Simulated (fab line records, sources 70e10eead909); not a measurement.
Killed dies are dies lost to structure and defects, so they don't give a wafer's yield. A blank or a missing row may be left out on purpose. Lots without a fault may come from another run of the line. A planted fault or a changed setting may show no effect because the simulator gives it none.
Which tool did it? | flow nand_harc | 12 lots, 36 wafers sampled, at 2 steps of a route of 1302

WHAT THE GAUGES READ, wafer by wafer
NHARC_A_BLC_CD_MEAS_10: target cd 100 nm.
lot  | measured     | on        | cd_nm (nm)
L075 | day 22 20:05 | cd_sem-03 | 100.0 99.9 100.4
L077 | day 23 13:33 | cd_sem-02 | 100.3 101.0 101.6
L080 | day 25 00:51 | cd_sem-02 | 100.2 99.7 99.9
L081 | day 25 11:36 | cd_sem-01 | 100.8 100.7 100.8
L084 | day 26 10:29 | cd_sem-02 | 99.5 100.0 100.0
L085 | day 26 19:53 | cd_sem-03 | 100.1 100.6 100.3
L087 | day 27 23:52 | cd_sem-02 | 99.6 99.4 100.1
L090 | day 28 12:32 | cd_sem-03 | 99.5 100.2 100.4
L091 | day 30 00:37 | cd_sem-02 | 100.0 100.0 99.9
L093 | day 30 16:20 | cd_sem-01 | 99.5 98.9 100.1
L095 | day 31 08:20 | cd_sem-03 | 100.3 101.0 99.7
L097 | day 31 21:19 | cd_sem-03 | 100.5 100.0 99.8

WHICH TOOL RAN EACH LOT (tool, then ch and the chambers of the sampled wafers, then the start)
lot  | NHARC_A_CONTACT_ETCH_110
L075 | rie_diel-05 ch 0,1,2, day 22 17:24
L077 | rie_diel-01 ch 0,2,3, day 23 10:47
L080 | rie_diel-05 ch 0,1,3, day 24 22:09
L081 | rie_diel-01 ch 0,3, day 25 09:03
L084 | rie_diel-04 ch 0,2,3, day 26 07:51
L085 | rie_diel-05 ch 0,2,3, day 26 17:14
L087 | rie_diel-01 ch 0,2,3, day 27 21:13
L090 | rie_diel-01 ch 2,3, day 28 09:50
L091 | rie_diel-04 ch 0,1,3, day 29 21:58
L093 | rie_diel-05 ch 0,1, day 30 13:46
L095 | rie_diel-05 ch 0,1,2, day 31 05:49
L097 | rie_diel-05 ch 0,2,3, day 31 18:40
- NHARC_A_CONTACT_ETCH_110: etches the open film in CF4/O2, target depth 60 nm, overetch 6 nm, time 33 s.

THE ANSWER, worked out from the rows above alone
Rule: what is usual is taken from the lots themselves. Put in order of their means at a reading, lots are off if they are a third of the lots or fewer, leave a main group of 4 or more, and stand apart from it by a gap of 3 or more times the standard deviation of the main group's means; of several such gaps the widest counts. A main group whose means are all the same, to the digits that the tables above print for the reading, isn't used. A lot without any number at a reading at which 4 lots or more have one is off too. The other lots that the step has rows for count as sound.
No lot is off at any reading shown: from this, nothing can be told.

WHAT THE SIMULATOR HAD PUT IN
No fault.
